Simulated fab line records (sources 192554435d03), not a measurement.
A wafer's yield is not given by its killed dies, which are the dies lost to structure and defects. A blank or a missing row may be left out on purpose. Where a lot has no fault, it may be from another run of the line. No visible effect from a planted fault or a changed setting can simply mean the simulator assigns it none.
Split-lot study :: flow n5 finfet :: route with 1938 steps; 7 lots, 21 wafers read

## ON THE SPLIT
At N5_BEOL_M4_EXPOSE_25 (exposes mask V3, defocus 5 nm), the setting dose mj was moved away from the recipe's 63 on 7 of the 21 wafers read, by -4.5% to +7.4%. For the rest of the wafers, this setting stayed at what the recipe calls for.

## FROM THE SPLIT TO THE READING: what the file shows between them, 2 steps
- N5_BEOL_M4_PEB_26: peb time 60 s
- N5_BEOL_M4_DEVELOP_27: develop time 30 s

## THE READING
cd nm, in nm, at N5_BEOL_M4_CD_MEAS_28 (target cd 26.2 nm, target cd y 24.1 nm). A value of 26.13 nm with a standard deviation of 0.24 nm is what fault-free wafers of this fab line usually give.

wafer: L075.2
tool, chamber at the split: euv scanner-01, 0
dose mj as run: 63
against the recipe: recipe
cd nm, nm: 25.92
against lot-mates on the recipe: -

wafer: L075.3
tool, chamber at the split: euv scanner-01, 0
dose mj as run: 67.68
against the recipe: +7.4%
cd nm, nm: 27.08
against lot-mates on the recipe: +1.06

wafer: L075.6
tool, chamber at the split: euv scanner-01, 0
dose mj as run: 63
against the recipe: recipe
cd nm, nm: 26.11
against lot-mates on the recipe: -

wafer: L083.1
tool, chamber at the split: euv scanner-01, 0
dose mj as run: 60.79
against the recipe: -3.5%
cd nm, nm: 25.36
against lot-mates on the recipe: -0.64

wafer: L083.4
tool, chamber at the split: euv scanner-01, 0
dose mj as run: 60.79
against the recipe: -3.5%
cd nm, nm: 25.33
against lot-mates on the recipe: -0.67

wafer: L083.5
tool, chamber at the split: euv scanner-01, 0
dose mj as run: 63
against the recipe: recipe
cd nm, nm: 26.00
against lot-mates on the recipe: -

wafer: L087.2
tool, chamber at the split: euv scanner-01, 0
dose mj as run: 63
against the recipe: recipe
cd nm, nm: 25.82
against lot-mates on the recipe: -

wafer: L087.3
tool, chamber at the split: euv scanner-01, 0
dose mj as run: 63
against the recipe: recipe
cd nm, nm: 25.77
against lot-mates on the recipe: -

wafer: L087.6
tool, chamber at the split: euv scanner-01, 0
dose mj as run: 63
against the recipe: recipe
cd nm, nm: 25.47
against lot-mates on the recipe: -

wafer: L086.3
tool, chamber at the split: euv scanner-01, 0
dose mj as run: 63
against the recipe: recipe
cd nm, nm: 26.20
against lot-mates on the recipe: -

wafer: L086.5
tool, chamber at the split: euv scanner-01, 0
dose mj as run: 60.24
against the recipe: -4.4%
cd nm, nm: 25.33
against lot-mates on the recipe: -0.87

wafer: L086.6
tool, chamber at the split: euv scanner-01, 0
dose mj as run: 60.24
against the recipe: -4.4%
cd nm, nm: 25.31
against lot-mates on the recipe: -0.89

wafer: L093.2
tool, chamber at the split: euv scanner-02, 0
dose mj as run: 63
against the recipe: recipe
cd nm, nm: 25.74
against lot-mates on the recipe: -

wafer: L093.5
tool, chamber at the split: euv scanner-02, 0
dose mj as run: 63
against the recipe: recipe
cd nm, nm: 25.77
against lot-mates on the recipe: -

wafer: L093.6
tool, chamber at the split: euv scanner-02, 0
dose mj as run: 64.9
against the recipe: +3.0%
cd nm, nm: 26.34
against lot-mates on the recipe: +0.59

wafer: L091.2
tool, chamber at the split: euv scanner-02, 0
dose mj as run: 63
against the recipe: recipe
cd nm, nm: 26.15
against lot-mates on the recipe: -

wafer: L091.3
tool, chamber at the split: euv scanner-02, 0
dose mj as run: 63
against the recipe: recipe
cd nm, nm: 26.17
against lot-mates on the recipe: -

wafer: L091.5
tool, chamber at the split: euv scanner-02, 0
dose mj as run: 60.16
against the recipe: -4.5%
cd nm, nm: 25.55
against lot-mates on the recipe: -0.61

wafer: L095.2
tool, chamber at the split: euv scanner-02, 0
dose mj as run: 63
against the recipe: recipe
cd nm, nm: 26.70
against lot-mates on the recipe: -

wafer: L095.3
tool, chamber at the split: euv scanner-02, 0
dose mj as run: 63
against the recipe: recipe
cd nm, nm: 26.22
against lot-mates on the recipe: -

wafer: L095.6
tool, chamber at the split: euv scanner-02, 0
dose mj as run: 63
against the recipe: recipe
cd nm, nm: 25.89
against lot-mates on the recipe: -

FIT RESULTS
A straight line over all 21 wafers: cd nm changes by +0.145 nm for each +1% of dose mj; r = +0.84; the points scatter about the line by 0.26 nm.
The same after taking each lot's own level away (the mean of its wafers on the recipe; 21 wafers): +0.166 nm for each +1%; r = +0.94; scatter 0.17 nm.
On that fit, the largest move of dose mj shifts the reading by 1.2 nm.
The span of the lots' own levels, 25.687 to 26.270 nm, comes to 2.4 times the standard deviation stated above.
Hence the slope depends on the lot-to-lot level, as the two fits are not the same.
Check: +1.36 nm against its lot-mates is what the line predicts for one of the wafers moved furthest among these (+7.4%) when that wafer is left out of the fit. It came out at +1.06 nm against them.

## THE OTHER SPLITS THESE WAFERS WENT THROUGH
Note: prior to the reading, these wafers also went through further splits. Each is held against what the fit with the lots' levels taken away leaves over:
other split on the same wafers: N5_BEOL_M2_DESCUM_33 time s
wafers away from the commonest value: 8
r with cd nm (lot level and that fit taken away): +0.31

other split on the same wafers: N5_BEOL_M2_ALD_98 ald cycles
wafers away from the commonest value: 9
r with cd nm (lot level and that fit taken away): -0.07

other split on the same wafers: N5_BEOL_M3_COAT_67 spin rpm
wafers away from the commonest value: 7
r with cd nm (lot level and that fit taken away): -0.33

other split on the same wafers: N5_BEOL_M3_EXPOSE_25 dose mj
wafers away from the commonest value: 11
r with cd nm (lot level and that fit taken away): +0.13

## FILE'S OWN FIT
cd nm changes by +0.16 nm for each +1% of dose mj, r = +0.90.
